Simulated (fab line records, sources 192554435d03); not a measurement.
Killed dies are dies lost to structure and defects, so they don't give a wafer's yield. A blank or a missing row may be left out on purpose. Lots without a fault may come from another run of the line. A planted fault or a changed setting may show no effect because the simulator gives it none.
fab line records | flow n5_finfet
record lots=7 wafers=39
route steps=1938 shown WELL_APT@33 DUMMY_GATE@228 SD_EPI_N@293
start_h: hours from the record's first day to the start of the lot's first wafer shown | wait_h: hours since the lot's step before | " the same as in the row above | L1.1+2: a row that stands for several wafers | - no value, or no start given | * or withheld: withheld | < > ~ a bound
route shown NAME@n: a module of which the file shows steps, and the number in the route of the first | usual: mean/standard deviation of fault-free wafers | same: alike in all rows | chamber/n: place in a boat | sites: the reading at each site | _std_site: their standard deviation | _edge_site: outer sites' mean less inner sites' | radius_mm: how far each site lies from the wafer's centre | mask NAME#n: copy n | behind: the tool/chamber that last shaped the wafer | hold: why the lot was held/for how many hours/how that ended | device: the transistor (n, p or np) that didn't switch | end of line: the same wafers' tests at the end of the route | a step without rows: its recipe alone | killed: dies lost to structure and defects at the first sort, not the wafer's yield | map: a wafer's dies, x killed, . not, _ none there
set.NAME: the setting as run; set.NAME@STEP: as run at that earlier step | model.NAME: the simulator's own value behind a step, which no gauge read
lots whose settings were changed on purpose; a table a step, a row a wafer
## steps
# step N5_WELL_APT_IMPLANT_15
# recipe species=As energy_kev=25 dose_cm2=1.5e+13 tilt_deg=0 rotation_deg=0
# columns lot.wafer tool chamber start_h wait_h set.energy_kev model.implant.rp_nm model.implant.drp_nm
L075.1+2+6 implanter-02 0 20.44 0.1 25 19.14 8.457
L075.3+4+5 " 0 " " 27.32 20.46 9.01
L076.1+2+3+4+5+6 implanter-01 0 26.42 0.1 25 18.73 8.457
L085.1+3+4 implanter-01 0 80.54 0.1 22.51 16.74 7.855
L085.2+5+6 " 0 " " 25 18.09 8.457
L087.2+3+6 implanter-02 0 92.36 0.1 25 19.06 8.457
L088.1+2+3+4+5+6 implanter-01 0 98.18 0.1 25 18.68 8.457
L092.1+4+5 implanter-02 0 122.31 0.1 25 18.42 8.457
L092.2+3+6 " 0 " " 26.51 19.25 8.818
L097.1+2+3+4+5+6 implanter-02 0 152.64 0.1 25 18.43 8.457
# step N5_WELL_APT_EXPOSE_22
# recipe mask_id=PWELL na=0.8 source_shape=conventional sigma_outer=0.8 polarization=unpolarized defocus_nm=0 target_cd_nm=200 dose_mj=23.2
# columns lot.wafer tool chamber start_h wait_h mask set.dose_mj
L075.1+3+6 krf_scanner-01 0 21.02 - PWELL#0 23.94
L075.2+4+5 " 0 " " PWELL#0 23.2
L076.1+4+5 krf_scanner-01 0 27.01 - PWELL#0 23.2
L076.2+3+6 " 0 " " PWELL#0 22.39
L085.1+2+3+4+5+6 krf_scanner-02 0 81.24 - PWELL#0 23.2
L087.2+3+6 krf_scanner-01 0 93.04 - PWELL#0 23.2
L088.1+2+6 krf_scanner-02 0 98.88 - PWELL#0 23.2
L088.3+4+5 " 0 " " PWELL#0 22.31
L092.1+3+4 krf_scanner-02 0 122.89 - PWELL#0 23.96
L092.2+5+6 " 0 " " PWELL#0 23.2
L097.1+2+6 krf_scanner-02 0 153.23 - PWELL#0 23.2
L097.3+4+5 " 0 " " PWELL#0 21.66
# step N5_WELL_APT_PEB_23
# recipe peb_temp_c=130 peb_time_s=90
# step N5_WELL_APT_DEVELOP_24
# recipe develop_time_s=45 rinse_liquid=surfactant_rinse dry=air_spin dev_temp_c=21
# step N5_WELL_APT_HARDBAKE_29
# recipe temp_c=130 time_s=120
# step N5_WELL_APT_CD_MEAS_25
# recipe target_cd_nm=200 landing_energy_ev=500 detector=se_inlens
# usual cd_nm=199.8/1.3
# columns lot.wafer tool chamber start_h wait_h set.dose_mj@WELL_APT_EXPOSE_22 cd_nm
L075.1 cd_sem-03 0 21.20 - 23.94 203.6
L075.2 " 0 " " 23.2 198.5
L075.3 " 0 " " 23.94 206.5
L075.4 " 0 " " 23.2 199.0
L075.5 " 0 " " 23.2 198.2
L075.6 " 0 " " 23.94 205.5
L076.1 cd_sem-03 0 27.18 - 23.2 197.2
L076.2 " 0 " " 22.39 192.1
L076.3 " 0 " " 22.39 191.7
L076.4 " 0 " " 23.2 198.9
L076.5 " 0 " " 23.2 197.1
L076.6 " 0 " " 22.39 192.7
L085.1 cd_sem-03 0 81.42 - 23.2 198.0
L085.2 " 0 " " 23.2 197.1
L085.3 " 0 " " 23.2 198.2
L085.4 " 0 " " 23.2 198.8
L085.5 " 0 " " 23.2 198.1
L085.6 " 0 " " 23.2 197.8
L087.2 cd_sem-01 0 93.21 - 23.2 200.7
L087.3 " 0 " " 23.2 201.2
L087.6 " 0 " " 23.2 200.3
L088.1 cd_sem-03 0 99.06 - 23.2 202.5
L088.2 " 0 " " 23.2 198.5
L088.3 " 0 " " 22.31 194.5
L088.4 " 0 " " 22.31 193.6
L088.5 " 0 " " 22.31 191.2
L088.6 " 0 " " 23.2 199.9
L092.1 cd_sem-03 0 123.07 - 23.96 205.9
L092.2 " 0 " " 23.2 199.3
L092.3 " 0 " " 23.96 206.5
L092.4 " 0 " " 23.96 205.7
L092.5 " 0 " " 23.2 198.7
L092.6 " 0 " " 23.2 198.7
L097.1 cd_sem-03 0 153.40 - 23.2 198.5
L097.2 " 0 " " 23.2 200.7
L097.3 " 0 " " 21.66 188.8
L097.4 " 0 " " 21.66 186.8
L097.5 " 0 " " 21.66 186.1
L097.6 " 0 " " 23.2 199.5
# step N5_WELL_APT_DESCUM_30
# recipe chemistry=O2 time_s=7.9 source_power_w=50 bias_power_w=20 pressure_mtorr=20 rf_frequency_hz=2.712e+07 temp_c=40 o2_flow_sccm=225
# columns lot.wafer tool chamber start_h wait_h set.dose_mj@WELL_APT_EXPOSE_22 model.WELL_APT.cd_nm
L075.1 rie_diel-02 3 21.28 0.0 23.94 203.3
L075.2 " 2 " " 23.2 198.7
L075.3 " 1 " " 23.94 206.4
L075.4 " 0 " " 23.2 198.8
L075.5 " 0 " " 23.2 198.2
L075.6 " 3 " " 23.94 205.4
L076.1 rie_diel-02 0 27.39 0.2 23.2 197.3
L076.2 " 2 " " 22.39 192
L076.3 " 1 " " 22.39 191.6
L076.4 " 3 " " 23.2 199
L076.5 " 1 " " 23.2 197.5
L076.6 " 0 " " 22.39 192.6
L085.1 rie_diel-02 0 81.50 0.0 23.2 197.6
L085.2 " 1 " " 23.2 196.9
L085.3+5 " 2,0 " " 23.2 198
L085.4 " 3 " " 23.2 198.5
L085.6 " 1 " " 23.2 197.4
L087.2 rie_diel-04 1 93.29 0.0 23.2 200.5
L087.3 " 2 " " 23.2 201
L087.6 " 1 " " 23.2 200.2
L088.1 rie_diel-01 0 99.36 0.2 23.2 202.3
L088.2 " 3 " " 23.2 198.5
L088.3 " 1 " " 22.31 194.3
L088.4 " 2 " " 22.31 194
L088.5 " 2 " " 22.31 191
L088.6 " 1 " " 23.2 200.1
L092.1 rie_diel-02 0 123.27 0.1 23.96 206.1
L092.2+5 " 3,1 " " 23.2 198.8
L092.3 " 2 " " 23.96 206
L092.4 " 1 " " 23.96 205.6
L092.6 " 2 " " 23.2 198.5
L097.1 rie_diel-01 2 153.63 0.2 23.2 198.8
L097.2 " 3 " " 23.2 200.4
L097.3 " 0 " " 21.66 188.9
L097.4 " 1 " " 21.66 187.1
L097.5 " 3 " " 21.66 185.9
L097.6 " 2 " " 23.2 199.9
# step N5_DUMMY_GATE_EXPOSE_12
# recipe mask_id=GATE na=0.33 source_shape=annular sigma_inner=0.2 sigma_outer=0.6 polarization=unpolarized target_cd_nm=25 dose_mj=34
# columns lot.wafer tool chamber start_h wait_h mask set.dose_mj
L075.1+2+3+4+5+6 euv_scanner-01 0 56.97 - GATE#0 34
L076.1+2+4 euv_scanner-01 0 57.94 - GATE#0 36.52
L076.3+5+6 " 0 " " GATE#0 34
L085.1+3+5 euv_scanner-01 0 111.16 - GATE#0 34
L085.2+4+6 " 0 " " GATE#0 35.01
L087.2+3+6 euv_scanner-02 0 125.19 - GATE#0 34
L088.1+5+6 euv_scanner-02 0 131.83 - GATE#0 34
L088.2+3+4 " 0 " " GATE#0 32.22
L092.1+2+4 euv_scanner-01 0 153.19 - GATE#0 36.25
L092.3+5+6 " 0 " " GATE#0 34
L097.1+2+4 euv_scanner-02 0 188.99 - GATE#0 34
L097.3+5+6 " 0 " " GATE#0 31.67
# step N5_DUMMY_GATE_PEB_13
# recipe peb_temp_c=100 peb_time_s=60 resist=CAR-EUV
# step N5_DUMMY_GATE_DEVELOP_14
# recipe develop_time_s=30 developer=TMAH resist=CAR-EUV rinse_liquid=surfactant_rinse dry=air_spin dev_temp_c=23
# step N5_DUMMY_GATE_CD_MEAS_15
# recipe target_cd_nm=25.8 landing_energy_ev=500 detector=se_inlens
# usual cd_nm=24.99/0.23
# columns lot.wafer tool chamber start_h wait_h set.dose_mj@DUMMY_GATE_EXPOSE_12 cd_nm
L075.1 cd_sem-03 0 57.09 - 34 25.13
L075.2 " 0 " " 34 24.83
L075.3 " 0 " " 34 25.06
L075.4 " 0 " " 34 24.63
L075.5 " 0 " " 34 24.95
L075.6 " 0 " " 34 24.99
L076.1 cd_sem-03 0 58.06 - 36.52 23.45
L076.2 " 0 " " 36.52 23.53
L076.3 " 0 " " 34 24.78
L076.4 " 0 " " 36.52 23.80
L076.5 " 0 " " 34 24.59
L076.6 " 0 " " 34 25.48
L085.1 cd_sem-02 0 111.29 - 34 25.33
L085.2 " 0 " " 35.01 24.46
L085.3 " 0 " " 34 25.07
L085.4 " 0 " " 35.01 24.32
L085.5 " 0 " " 34 25.27
L085.6 " 0 " " 35.01 24.85
L087.2 cd_sem-01 0 125.31 - 34 25.01
L087.3 " 0 " " 34 25.27
L087.6 " 0 " " 34 24.93
L088.1 cd_sem-02 0 131.96 - 34 25.02
L088.2 " 0 " " 32.22 25.73
L088.3 " 0 " " 32.22 26.00
L088.4 " 0 " " 32.22 26.16
L088.5 " 0 " " 34 25.05
L088.6 " 0 " " 34 24.51
L092.1 cd_sem-01 0 153.31 - 36.25 23.96
L092.2 " 0 " " 36.25 23.83
L092.3 " 0 " " 34 25.02
L092.4 " 0 " " 36.25 24.04
L092.5 " 0 " " 34 25.03
L092.6 " 0 " " 34 24.53
L097.1 cd_sem-01 0 189.12 - 34 24.97
L097.2 " 0 " " 34 25.06
L097.3 " 0 " " 31.67 26.22
L097.4 " 0 " " 34 25.26
L097.5 " 0 " " 31.67 26.20
L097.6 " 0 " " 31.67 26.08
# step N5_DUMMY_GATE_STRIP_38
# recipe chemistry=N2/H2 temp_c=40 n2_flow_sccm=200 h2_flow_sccm=200 rf_frequency_hz=6e+07
# step N5_DUMMY_GATE_STRIP_39
# recipe chemistry=N2/H2 temp_c=40 n2_flow_sccm=200 h2_flow_sccm=200 rf_frequency_hz=6e+07
# step N5_DUMMY_GATE_TRIM_49
# recipe chemistry=O2 resist=SOC time_s=29 target_cd_nm=14 source_power_w=300 bias_power_w=0 O2_flow_sccm=100 temp_c=20
# columns lot.wafer tool chamber start_h wait_h set.dose_mj@DUMMY_GATE_EXPOSE_12 model.DUMMY_GATE.cd_nm
L075.1+2+4+5 rie_si-04 2,0,1,0 57.49 0.0 34 13.8
L075.3+6 " 3,1 " " 34 13.6
L076.1+2 rie_si-05 1,0 58.43 0.0 36.52 12.8
L076.3+6 " 2 " " 34 14.2
L076.4 " 3 " " 36.52 12.6
L076.5 " 1 " " 34 14
L085.1+5 rie_si-04 2 111.65 0.0 34 14.2
L085.2+4 " 3 " " 35.01 13.2
L085.3 " 0 " " 34 13.8
L085.6 " 0 " " 35.01 13.6
L087.2 rie_si-05 3 125.94 0.0 34 14.2
L087.3+6 " 0 " " 34 14.4
L088.1 rie_si-05 0 132.31 0.0 34 14
L088.2 " 3 " " 32.22 14.8
L088.3 " 1 " " 32.22 15
L088.4 " 2 " " 32.22 14.6
L088.5 " 0 " " 34 14.2
L088.6 " 1 " " 34 13.6
L092.1+4 rie_si-03 0,1 153.67 0.0 36.25 12.8
L092.2 " 3 " " 36.25 12.6
L092.3+5 " 2,3 " " 34 13.6
L092.6 " 2 " " 34 13.8
L097.1+2 rie_si-03 0,3 189.48 0.0 34 13.8
L097.3+5 " 1,3 " " 31.67 15.2
L097.4 " 2 " " 34 14
L097.6 " 2 " " 31.67 15
# step N5_DUMMY_GATE_STRIP_40
# recipe chemistry=CF4 resist=SiARC power_w=300 bias_power_w=75 pressure_mtorr=50 cf4_flow_sccm=150 rf_frequency_hz=6e+07
# step N5_DUMMY_GATE_CD_MEAS_50
# recipe target_cd_nm=14
# usual cd_nm=13.95/0.28
# columns lot.wafer tool chamber start_h wait_h set.dose_mj@DUMMY_GATE_EXPOSE_12 cd_nm
L075.1 cd_sem-03 - 57.68 0.0 34 13.94
L075.2 " - " " 34 13.67
L075.3 " - " " 34 13.71
L075.4 " - " " 34 13.60
L075.5 " - " " 34 13.92
L075.6 " - " " 34 13.64
L076.1 cd_sem-02 - 58.57 0.0 36.52 12.63
L076.2 " - " " 36.52 12.83
L076.3 " - " " 34 14.49
L076.4 " - " " 36.52 12.45
L076.5 " - " " 34 13.91
L076.6 " - " " 34 13.99
L085.1 cd_sem-01 - 111.80 0.0 34 14.13
L085.2 " - " " 35.01 12.98
L085.3 " - " " 34 13.83
L085.4 " - " " 35.01 13.20
L085.5 " - " " 34 13.88
L085.6 " - " " 35.01 13.46
L087.2 cd_sem-01 - 126.10 0.0 34 14.36
L087.3 " - " " 34 14.29
L087.6 " - " " 34 14.34
L088.1 cd_sem-02 - 132.46 0.0 34 14.10
L088.2 " - " " 32.22 14.95
L088.3 " - " " 32.22 15.02
L088.4 " - " " 32.22 14.88
L088.5 " - " " 34 14.14
L088.6 " - " " 34 13.35
L092.1 cd_sem-01 - 153.82 0.0 36.25 12.97
L092.2 " - " " 36.25 12.32
L092.3 " - " " 34 13.61
L092.4 " - " " 36.25 12.45
L092.5 " - " " 34 13.72
L092.6 " - " " 34 14.10
L097.1 cd_sem-01 - 189.63 0.0 34 13.87
L097.2 " - " " 34 13.57
L097.3 " - " " 31.67 15.60
L097.4 " - " " 34 14.41
L097.5 " - " " 31.67 15.23
L097.6 " - " " 31.67 15.01
# step N5_DUMMY_GATE_ETCH_31
# recipe chemistry=C4F6/O2 target=SiO2 mask_material=SOC target_depth_a=825 time_s=27.5 ion_energy_ev=250 pressure_mtorr=30 source_w=345 bias_w=185 Ar_flow_sccm=300 C4F6_flow_sccm=10 O2_flow_sccm=10
# columns lot.wafer tool chamber start_h wait_h set.target_depth_a model.etch.depth_nm model.SOC_of_DUMMY_GATE_COAT_34.thk_nm
L075.1 rie_diel-06 1 57.73 0.0 753.9 74.42 52.6
L075.2 " 3 " " 825 83.15 51.8
L075.3 " 2 " " 825 85.71 51.4
L075.4 " 0 " " 753.9 74.29 52.6
L075.5 " 1 " " 825 82.03 51.8
L075.6 " 0 " " 753.9 74.41 52.6
L076.1 rie_diel-05 0 58.63 0.0 825 80.11 52
L076.2 " 3 " " 825 81.71 52
L076.3 " 2 " " 729.4 73.63 52.6
L076.4 " 1 " " 729.4 73.19 52.6
L076.5 " 2 " " 729.4 73.46 52.8
L076.6 " 3 " " 825 81.05 52
L085.1 rie_diel-05 0 111.85 0.0 825 80.55 52
L085.2 " 3 " " 825 81.57 52
L085.3 " 1 " " 825 82.77 51.8
L085.4 " 2 " " 780.5 78.86 52
L085.5 " 3 " " 780.5 77.03 52.6
L085.6 " 2 " " 780.5 78.52 52.2
L087.2 rie_diel-06 1 126.29 0.2 825 81.04 52.2
L087.3 " 3 " " 825 81.37 52.4
L087.6 " 3 " " 825 81.82 52.2
L088.1 rie_diel-06 3 132.51 0.0 825 81.74 52
L088.2 " 1 " " 794.9 77.75 52.6
L088.3 " 2 " " 825 82.85 52
L088.4 " 3 " " 794.9 78.3 52.4
L088.5 " 1 " " 825 80.07 52.2
L088.6 " 2 " " 794.9 80.46 52
L092.1 rie_diel-05 2 153.87 0.0 825 84.49 51.4
L092.2 " 0 " " 825 82.09 52
L092.3 " 3 " " 825 82.65 52
L092.4 " 1 " " 734.7 74.21 52.8
L092.5 " 3 " " 734.7 73.27 52.8
L092.6 " 0 " " 734.7 72.43 52.8
L097.1 rie_diel-06 0 189.67 0.0 825 80.96 51.8
L097.2 " 2 " " 889.6 90.17 51
L097.3 " 1 " " 825 82.41 51.8
L097.4 " 1 " " 889.6 89.15 51
L097.5 " 0 " " 825 80.36 52
L097.6 " 2 " " 889.6 89.85 51
# step N5_DUMMY_GATE_STRIP_41
# recipe chemistry=O2 power_w=400 temp_c=40 pressure_mtorr=30 rf_frequency_hz=6e+07 bias_power_w=0 overash_fraction=0.3 o2_flow_sccm=225
# step N5_DUMMY_GATE_HM_OPEN_21
# recipe chemistry=CH3F/O2 target=SiNx target_depth_a=1200 Ar_flow_sccm=150 CH3F_flow_sccm=30 O2_flow_sccm=23 time_s=171.4 pressure_mtorr=30 source_w=395 bias_w=73 ion_energy_ev=120.7
# step N5_DUMMY_GATE_ETCH_32
# recipe chemistry=CF4 target=SiO2 target_depth_a=35 time_s=3.9 ion_energy_ev=350 pressure_mtorr=10 icp_w=800 bias_w=400 cf4_flow_sccm=80
# step N5_DUMMY_GATE_ETCH_23
# recipe chemistry=HBr/Cl2/O2 HBr_flow_sccm=150 Cl2_flow_sccm=80 O2_flow_sccm=12 bias_w=102 target_depth_a=410 time_s=22.3 target=poly-Si mask_material=SiO2 pressure_mtorr=10 icp_w=800
# step N5_DUMMY_GATE_ETCH_44
# recipe chemistry=HBr/O2 over_etch_frac=0.7 target_depth_a=1275 stop_on=SiO2 ion_energy_ev=60 bias_w=20 target=poly-Si mask_material=SiO2 pressure_mtorr=20 icp_w=400 HBr_flow_sccm=120 O2_flow_sccm=10
# columns lot.wafer tool chamber start_h wait_h set.dose_mj@DUMMY_GATE_EXPOSE_12 model.DUMMY_GATE.cd_nm
L075.1+4+5 rie_si-03 1,0,2 58.07 0.0 34 15
L075.2+6 " 3 " " 34 14.8
L075.3 " 2 " " 34 14.2
L076.1+2 rie_si-04 1,2 58.96 0.0 36.52 13.8
L076.3+6 " 0,1 " " 34 15
L076.4 " 3 " " 36.52 13.6
L076.5 " 0 " " 34 14.8
L085.1 rie_si-04 3 112.18 0.0 34 15.2
L085.2 " 2 " " 35.01 14.2
L085.3 " 0 " " 34 14.8
L085.4 " 0 " " 35.01 14
L085.5 " 2 " " 34 15
L085.6 " 3 " " 35.01 14.6
L087.2 rie_si-04 2 126.63 0.0 34 15.4
L087.3+6 " 3,2 " " 34 15.2
L088.1 rie_si-03 1 132.85 0.0 34 15.2
L088.2+3 " 0,3 " " 32.22 16
L088.4 " 2 " " 32.22 15.8
L088.5 " 0 " " 34 15.4
L088.6 " 1 " " 34 14.8
L092.1+2 rie_si-04 2,1 154.20 0.0 36.25 13.6
L092.3+5 " 0,2 " " 34 14.6
L092.4 " 3 " " 36.25 13.8
L092.6 " 1 " " 34 15
L097.1 rie_si-05 3 190.01 0.0 34 15
L097.2 " 0 " " 34 14.8
L097.3 " 1 " " 31.67 16.2
L097.4 " 2 " " 34 15.2
L097.5 " 0 " " 31.67 16.4
L097.6 " 3 " " 31.67 16
# step N5_DUMMY_GATE_CD_MEAS_24
# recipe target_cd_nm=15
# usual cd_nm=14.94/0.28
# columns lot.wafer tool chamber start_h wait_h set.dose_mj@DUMMY_GATE_EXPOSE_12 cd_nm
L075.1 cd_sem-01 - 58.17 0.1 34 14.74
L075.2 " - " " 34 14.80
L075.3 " - " " 34 14.57
L075.4 " - " " 34 14.75
L075.5 " - " " 34 14.84
L075.6 " - " " 34 14.98
L076.1 cd_sem-01 - 59.07 0.1 36.52 13.90
L076.2 " - " " 36.52 14.08
L076.3 " - " " 34 14.88
L076.4 " - " " 36.52 14.05
L076.5 " - " " 34 14.85
L076.6 " - " " 34 15.09
L085.1 cd_sem-03 - 112.29 0.1 34 14.87
L085.2 " - " " 35.01 14.59
L085.3 " - " " 34 14.66
L085.4 " - " " 35.01 13.88
L085.5 " - " " 34 14.95
L085.6 " - " " 35.01 14.74
L087.2 cd_sem-02 - 126.74 0.1 34 15.12
L087.3 " - " " 34 15.13
L087.6 " - " " 34 15.07
L088.1 cd_sem-01 - 132.96 0.1 34 15.34
L088.2 " - " " 32.22 15.82
L088.3 " - " " 32.22 15.80
L088.4 " - " " 32.22 15.52
L088.5 " - " " 34 15.32
L088.6 " - " " 34 14.61
L092.1 cd_sem-01 - 154.31 0.1 36.25 13.47
L092.2 " - " " 36.25 13.39
L092.3 " - " " 34 14.37
L092.4 " - " " 36.25 13.93
L092.5 " - " " 34 14.75
L092.6 " - " " 34 15.22
L097.1 cd_sem-01 - 190.12 0.1 34 15.03
L097.2 " - " " 34 14.72
L097.3 " - " " 31.67 16.34
L097.4 " - " " 34 15.34
L097.5 " - " " 31.67 16.62
L097.6 " - " " 31.67 16.09
# step N5_SD_EPI_N_LINER_46
# recipe material=SiNx target_thk_a=30 temp_c=400 ald_precursor_family=SiH2I2 ald_co_reactant=N2/H2-plasma pressure_torr=2
# columns lot.wafer tool chamber start_h wait_h set.target_thk_a model.SiNx_of_SD_EPI_N_LINER_46.thk_nm
L075.1+2+4 ald_sin-01 2,3,0 64.56 0.7 28.48 2.8
L075.3+5+6 " 1,3,0 " " 30 3
L076.1+5+6 ald_sin-01 2,0,3 64.78 0.7 30 3
L076.2+3+4 " 0,1,3 " " 27.91 2.8
L085.1+2+5 ald_sin-01 1,3,1 117.23 0.2 30 3
L085.3+4+6 " 2,0,0 " " 25.84 2.6
L087.2+3+6 ald_sin-01 1,0,1 133.48 0.1 30 3
L088.1+2+3+4+5+6 ald_sin-02 3,1,0,2,0,1 138.03 0.2 30 3
L092.1+2+3+4+5+6 ald_sin-03 2,3,0,1,1,0 159.86 0.8 30 3
L097.1+4+6 ald_sin-02 1,0,2 195.51 0.2 27.6 2.8
L097.2+3+5 " 0,2,1 " " 30 3
## key
split step=N5_WELL_APT_IMPLANT_15 setting=energy_kev stated=25 by=wafer
response step=N5_WELL_APT_IMPLANT_15 reading=model.implant.rp_nm change=+0.138 per=1% r=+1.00
response step=N5_WELL_APT_IMPLANT_15 reading=model.implant.drp_nm change=+0.06 per=1% r=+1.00
split step=N5_WELL_APT_EXPOSE_22 setting=dose_mj stated=23.2 by=wafer
response step=N5_WELL_APT_CD_MEAS_25 reading=cd_nm change=+1.89 per=1% r=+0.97
response step=N5_WELL_APT_DESCUM_30 reading=model.WELL_APT.cd_nm change=+1.91 per=1% r=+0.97
split step=N5_DUMMY_GATE_EXPOSE_12 setting=dose_mj stated=34 by=wafer
response step=N5_DUMMY_GATE_CD_MEAS_15 reading=cd_nm change=-0.172 per=1% r=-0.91
response step=N5_DUMMY_GATE_TRIM_49 reading=model.DUMMY_GATE.cd_nm change=-0.176 per=1% r=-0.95
response step=N5_DUMMY_GATE_CD_MEAS_50 reading=cd_nm change=-0.199 per=1% r=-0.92
response step=N5_DUMMY_GATE_ETCH_44 reading=model.DUMMY_GATE.cd_nm change=-0.168 per=1% r=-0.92
response step=N5_DUMMY_GATE_CD_MEAS_24 reading=cd_nm change=-0.155 per=1% r=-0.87
split step=N5_DUMMY_GATE_ETCH_31 setting=target_depth_a stated=825 by=wafer
response step=N5_DUMMY_GATE_ETCH_31 reading=model.etch.depth_nm change=+0.854 per=1% r=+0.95
response step=N5_DUMMY_GATE_ETCH_31 reading=model.SOC_of_DUMMY_GATE_COAT_34.thk_nm change=-0.0839 per=1% r=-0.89
split step=N5_SD_EPI_N_LINER_46 setting=target_thk_a stated=30 by=wafer
response step=N5_SD_EPI_N_LINER_46 reading=model.SiNx_of_SD_EPI_N_LINER_46.thk_nm change=+0.0289 per=1% r=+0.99
